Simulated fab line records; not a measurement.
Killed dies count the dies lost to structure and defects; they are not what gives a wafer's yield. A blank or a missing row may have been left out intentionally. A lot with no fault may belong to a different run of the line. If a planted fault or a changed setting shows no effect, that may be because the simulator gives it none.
A struck lot beside a sound one + flow nandHarc + 18 out of 1159 route steps
Sound: wafers L525.4, L525.5, L525.6. The struck wafers were L540.1, L540.4, L540.6. The cause is named last.
Each step with rows lists, per side, the tool, then ch with its chambers, then its first start. Under that, the readings that differ: sound wafers + struck wafers + difference of the means + sigmas: that difference in standard deviations of wafers without a fault.
alike: readings whose means differ by less than 2 such deviations, and words and numbers that are the same on both sides. not compared: withheld readings, readings that some wafer has no value for, bounds like >300 that may hide the same value, and numbers for which the record gives no deviation and whose values overlap.
Wherever a step has rows on one side only, a row that says differs or no value, or a row with sigmas, the two part there. Numbers that don't overlap but have no deviation are shown without sigmas and don't part them. A reading missing from all wafers of one side parts the sides only when that side holds two or more wafers.

NHARC_A_CONTACT_ETCH_102: etches the open film in CF4/O2, target depth 70 nm, overetch 7 nm, time 38.5 s.
  sound on rieDiel-03 ch 0,1,3, day 16 10:54; struck on rieDiel-02 ch 2,3, day 20 10:20
  alike: drypumpMotorCurrentA, oesProductAu, rfVppV, showerheadPlenumPTorr, throttleValvePct
  not compared: rfHoursCounterH
NHARC_A_CONTACT_STRIP_55: strips in O2.
  sound on rieDiel-03 ch 0,1,3; struck on rieDiel-02 ch 0,2
  alike: drypumpMotorCurrentA, oesProductAu, rfVppV, showerheadPlenumPTorr, throttleValvePct
  not compared: rfHoursCounterH
then, 1 step without rows for these wafers: NHARC_A_CONTACT_STRIP_56 (strips in post etch residue remover, time 600 s).
NHARC_A_CONTACT_DEP_57: deposits aC, target thk 2800 nm.
  sound on aclDep-03 ch 0, day 16 12:32; struck on aclDep-02 ch 0, day 20 11:04
  alike: throttleValvePct
NHARC_A_CONTACT_DEP_58: deposits SiON, target thk 60 nm.
  sound on pecvd-04 ch 0,1,2, day 16 13:31; struck on pecvd-02 ch 0,2, day 20 13:03
  alike: heaterPowerW
then, 7 steps without rows for these wafers: NHARC_A_CONTACT_DEHYDRATE_59 (time 120 s); NHARC_A_CONTACT_HMDS_60 (time 30 s); NHARC_A_CONTACT_COAT_61 (time 75 s); NHARC_A_CONTACT_COAT_62 (time 65 s); NHARC_A_CONTACT_COAT_63 (resist thk 90 nm); NHARC_A_CONTACT_SOFTBAKE_64 (time 55 s); NHARC_A_CONTACT_EBR_65.
NHARC_A_CONTACT_EXPOSE_66: exposes mask A CC 2.
  sound on arfiScanner-03 ch 0, day 16 14:02; struck on arfiScanner-03 ch 0, day 20 13:38
| reading           | sound             | struck            | difference | sigmas      |
|-------------------|-------------------|-------------------|------------|-------------|
| exposureDoseMJCm2 | 58.96 58.88 58.95 | 71.71 71.69 71.68 | +12.76     | +99 or more |
  alike: mask
then, 2 steps without rows for these wafers: NHARC_A_CONTACT_PEB_67 (peb time 65 s); NHARC_A_CONTACT_DEVELOP_68 (develop time 35 s).
NHARC_A_CONTACT_CD_MEAS_69 targets a cd of 200 nm.
  sound on cdSem-03 ch 0, day 16 14:10; struck on cdSem-01 ch 0, day 20 13:47
| reading   | sound             | struck            | difference | sigmas |
|-----------|-------------------|-------------------|------------|--------|
| cdNm (nm) | 200.0 200.8 200.1 | 210.0 209.4 210.1 | +9.5       | +17    |
NHARC_A_CONTACT_OVL_MEAS_70:
  sound: overlay-01 at day 16 14:15; struck: overlay-01 at day 20 13:52
  alike: overlayXNm, overlayYNm
-- record jumps: 3 days between struck wafers' starts before vs after; left off in module A_CONTACT, resumes in module END, first step shown is number 1159 of the route --
NHARC_END_SORT_01:
  sound on prober-02 ch 0, day 19 09:34; struck on prober-01 ch 0, day 23 06:13
  alike: killedAtArray, killedAtOther, killedAtPeriphery, killedDies, killedOpen, killedShort

WHERE THEY PART
Last at NHARC_A_CONTACT_CD_MEAS_69 as far as this record goes, first at NHARC_A_CONTACT_EXPOSE_66. Later steps at which nothing parts them and some readings are alike: NHARC_A_CONTACT_OVL_MEAS_70, NHARC_END_SORT_01.

WHY: the cause the simulator had injected
Drift in process parameters on arfiScanner-03 at NHARC_A_CONTACT_EXPOSE_66, starting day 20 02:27. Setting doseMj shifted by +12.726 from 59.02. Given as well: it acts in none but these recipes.
